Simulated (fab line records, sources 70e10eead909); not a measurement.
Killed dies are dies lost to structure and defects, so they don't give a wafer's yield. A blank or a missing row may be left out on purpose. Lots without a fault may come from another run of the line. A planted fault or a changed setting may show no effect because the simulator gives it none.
A struck lot beside a sound one | flow nand_harc | 13 steps out of a route of 1302
Sound: wafers L624.2, L624.3, L624.5. Struck: wafers L622.4, L622.5, L622.6. The cause comes at the end.
At each step with rows: each side's tool, then ch and its chambers, then its first start. Under that, the readings that differ: sound wafers | struck wafers | difference of the means | sigmas: that difference in standard deviations of wafers without a fault.
alike: readings whose means differ by less than 2 such deviations, and words and numbers that are the same on both sides. not compared: withheld readings, readings that some wafer has no value for, bounds like >300 that may hide the same value, and numbers for which the record gives no deviation and whose values overlap.
The two part at a step that has a row with sigmas, a row that says differs or no value, or rows on one side only. Numbers that don't overlap but have no deviation are shown without sigmas and don't part them. A reading that every wafer of one side lacks parts them only if that side has two wafers or more.

NHARC_A_CHANNEL_FILL_D2_ALD_25: deposits SiOx, target thk 60 nm, pulse time 10 s, ald cycles 600.
  sound on ald_hk-02 ch 0,3, day 24 00:31; struck on ald_hk-01 ch 1,2,3, day 23 03:03
  alike: heater_power_w, precursor_pulse_height_rel
NHARC_A_CHANNEL_FILL_D2_ETCHBACK_08: etches the open film in C4F8, target depth 220 nm, time 110 s.
  sound on rie_diel-04 ch 1,2; struck on rie_diel-12 ch 2,3
  alike: oes_product_au, rf_vpp_V
  not compared: rf_hours_counter_h
NHARC_A_CHANNEL_FILL_D2_STRIP_29: strips in O2, time 20 s.
  sound on rie_diel-04 ch 0,1,3; struck on rie_diel-12 ch 0,1,3
  alike: drypump_motor_current_A, oes_product_au, rf_vpp_V, showerhead_plenum_p_Torr, throttle_valve_pct
  not compared: rf_hours_counter_h
then, 3 steps without rows for these wafers: NHARC_A_CHANNEL_FILL_D2_PRECLEAN_30 (cleans in dHF, time 30 s); NHARC_A_CHANNEL_FILL_D2_SRD_31; NHARC_A_CHANNEL_FILL_D2_CVD_09 (deposits poly-Si, target thk 150 nm, time 3000 s).
NHARC_A_CHANNEL_FILL_D2_CMP_10: polishes, target thk 150 nm.
  sound on cmp-01 ch 0,1,3, day 24 11:50; struck on cmp-01 ch 0,1,3, day 23 12:34
  alike: motor_current_A, time_to_endpoint_s
then, 1 step without rows for these wafers: NHARC_A_CHANNEL_FILL_D2_SRD_12.
NHARC_A_CHANNEL_FILL_D2_RTA_24: time 5 s.
  sound on rtp_anneal-01 ch 0, day 24 12:17; struck on rtp_anneal-02 ch 0, day 23 13:02
  reading             | sound          | struck         | difference | sigmas
  lamp_zone_7_pct (%) | 25.8 25.8 25.8 | 31.3 31.2 31.2 | +5.4       | +2
  alike: lamp_power_pct, wafer_temp_C_max
NHARC_A_CHANNEL_FILL_D2_INSPECT_13:
  sound on defect_inspect-01, day 24 12:28; struck on defect_inspect-02, day 23 13:09
  alike: raw_defect_count
NHARC_A_STAIRCASE_DEP_156: deposits SiNx, target thk 50 nm.
  sound on pecvd-03 ch 1,2, day 24 12:32; struck on pecvd-02 ch 0,1,2, day 23 13:18
  no value came back on the struck wafers for heater_power_outer_w (W), heater_power_w (W); on the sound wafers heater_power_outer_w (W) reads 466 419 438
then, 1 step without rows for these wafers: NHARC_A_STAIRCASE_DEHYDRATE_158 (time 120 s).
-- the record jumps here: 9 days lie between the struck wafers' starts before and after (it left off in module A_STAIRCASE and takes up again in module END, whose first step shown is number 1302 of the route) --
NHARC_END_SORT_01:
  sound on prober-01 ch 0, day 33 04:17; struck on prober-02 ch 0, day 32 23:25
  reading             | sound    | struck                                                               | difference                   | sigmas
  hold                | - - -    | await_dispo/4.3h/scrap await_dispo/4.3h/scrap await_dispo/4.3h/scrap | no value on the sound wafers |
  killed_at_array     | 37 52 37 | 568 568 559                                                          | +523                         | +28
  killed_at_periphery | 12 9 7   | 4 1 6                                                                | -6                           | -2
  killed_dies         | 51 61 47 | 572 569 565                                                          | +516                         | +27
  alike: killed_at_other, killed_open, killed_short

WHERE THEY PART
First at NHARC_A_CHANNEL_FILL_D2_RTA_24; last, within this record, at NHARC_END_SORT_01.

WHY: what the simulator had put in
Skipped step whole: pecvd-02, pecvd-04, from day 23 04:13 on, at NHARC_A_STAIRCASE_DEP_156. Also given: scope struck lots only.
